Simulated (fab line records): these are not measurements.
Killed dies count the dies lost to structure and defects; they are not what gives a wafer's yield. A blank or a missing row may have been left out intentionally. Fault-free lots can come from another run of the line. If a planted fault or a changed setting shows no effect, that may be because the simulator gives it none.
Matching of chambers || flow n5 finfet || cmp-03 running N5_GATE_CUT_CMP_43: 4 sister chambers
The step polishes SiO2. 8 wafers are shown with their chamber, then 8 later ones without.

== WAFERS WITH THEIR CHAMBER ==
{"wafer": "L081.3", "chamber": 1, "motor current A (A)": 13.6, "retaining ring pressure frac": 0.998}
{"wafer": "L083.1", "chamber": 2, "motor current A (A)": 12.2, "retaining ring pressure frac": 1.004}
{"wafer": "L083.2", "chamber": 0, "motor current A (A)": 10.3, "retaining ring pressure frac": 1.002}
{"wafer": "L083.4", "chamber": 3, "motor current A (A)": 12.1, "retaining ring pressure frac": 1.006}
{"wafer": "L086.2", "chamber": 1, "motor current A (A)": 13.4, "retaining ring pressure frac": 1.004}
{"wafer": "L086.3", "chamber": 3, "motor current A (A)": 11.7, "retaining ring pressure frac": 1.010}
{"wafer": "L086.4", "chamber": 2, "motor current A (A)": 12.1, "retaining ring pressure frac": 1.003}
{"wafer": "L088.1", "chamber": 0, "motor current A (A)": 10.2, "retaining ring pressure frac": 1.008}

== WAFERS WITHOUT THEIR CHAMBER ==
{"wafer": "L088.2", "motor current A (A)": 12.8, "retaining ring pressure frac": 0.991}
{"wafer": "L090.1", "motor current A (A)": 11.0, "retaining ring pressure frac": 0.994}
{"wafer": "L090.3", "motor current A (A)": 12.9, "retaining ring pressure frac": 1.003}
{"wafer": "L093.2", "motor current A (A)": 10.4, "retaining ring pressure frac": 1.000}
{"wafer": "L093.4", "motor current A (A)": 12.8, "retaining ring pressure frac": 1.000}
{"wafer": "L094.2", "motor current A (A)": 11.9, "retaining ring pressure frac": 1.003}
{"wafer": "L097.1", "motor current A (A)": 12.3, "retaining ring pressure frac": 1.002}
{"wafer": "L097.4", "motor current A (A)": 13.3, "retaining ring pressure frac": 0.991}

== WHICH CHAMBER EACH ONE RAN IN ==
{"wafer": "L088.2", "from the rows above": "can't be placed: 1 or 2", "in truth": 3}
{"wafer": "L090.1", "from the rows above": "can't be placed: 0 or 3 or 2", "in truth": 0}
{"wafer": "L090.3", "from the rows above": "can't be placed: 1 or 2", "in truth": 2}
{"wafer": "L093.2", "from the rows above": 0, "in truth": 0}
{"wafer": "L093.4", "from the rows above": "can't be placed: 2 or 1 or 3", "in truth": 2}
{"wafer": "L094.2", "from the rows above": "can't be placed: 3 or 2", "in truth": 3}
{"wafer": "L097.1", "from the rows above": "can't be placed: 2 or 3", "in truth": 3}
{"wafer": "L097.4", "from the rows above": 1, "in truth": 1}
Placed correctly: 2 of 8. Not placeable from these rows: 6 (in 5, the candidates include the true chamber). 0 placed wrongly.
How it was worked out, from the rows above alone: a wafer's distance from a chamber is the root of the sum, over the readings, of the square of ((its reading less the chamber's mean) divided by the reading's scatter). If the next closest chamber is less than 2 further off than the closest, the wafer can't be placed; otherwise it belongs to the closest. For every chamber, the mean is computed from those of its wafers that are shown. The scatter: take each reading less its chamber's mean, square it, sum over the shown wafers, divide by the number of wafers less the number of chambers, and take the root.
